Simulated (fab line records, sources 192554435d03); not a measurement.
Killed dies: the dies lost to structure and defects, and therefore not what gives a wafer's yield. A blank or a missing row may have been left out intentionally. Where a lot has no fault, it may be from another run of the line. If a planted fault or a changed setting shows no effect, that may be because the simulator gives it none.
Matching of chambers    flow n5-finfet    rie-diel-01 running N5_BEOL_M11_DESCUM_33: 4 sister chambers
The step chemistry O2, time 7.9 s. 4 wafers are shown with their chamber, then 12 later ones without.

## EACH WAFER AND ITS CHAMBER
wafer   chamber  drypump-motor-current-A (A)
L092.5  2        5.5
L095.2  3        6.4
L095.5  0        5.9
L095.6  1        5.2

## WAFERS MISSING THEIR CHAMBER
wafer   drypump-motor-current-A (A)
L094.2  5.9
L094.4  5.2
L094.5  5.2
L096.2  6.4
L096.3  5.5
L096.5  5.9
L081.1  6.3
L081.4  5.9
L081.5  6.4
L097.2  6.3
L097.3  5.5
L097.5  5.5

## WHICH CHAMBER EACH ONE RAN IN
wafer   from the rows above  in truth
L094.2  0                    0
L094.4  1                    1
L094.5  1                    1
L096.2  3                    3
L096.3  2                    2
L096.5  0                    0
L081.1  3                    3
L081.4  0                    0
L081.5  3                    3
L097.2  3                    3
L097.3  2                    2
L097.5  2                    2
Correctly placed: 12 of 12. Left unplaced by these rows: 0. Wrongly placed: 0.
How it was worked out, from the rows above alone: a wafer's distance from a chamber is the root of the sum, over the readings, of the square of ((its reading less the chamber's mean) divided by the reading's scatter). The wafer belongs to the nearest chamber; if the next one is less than 2 further off, it can't be placed. For every chamber, the mean is computed from those of its wafers that are shown. The scatter (one wafer shown for each chamber): square how far every hidden wafer sits from the nearest shown wafer, average those squares and take the square root.
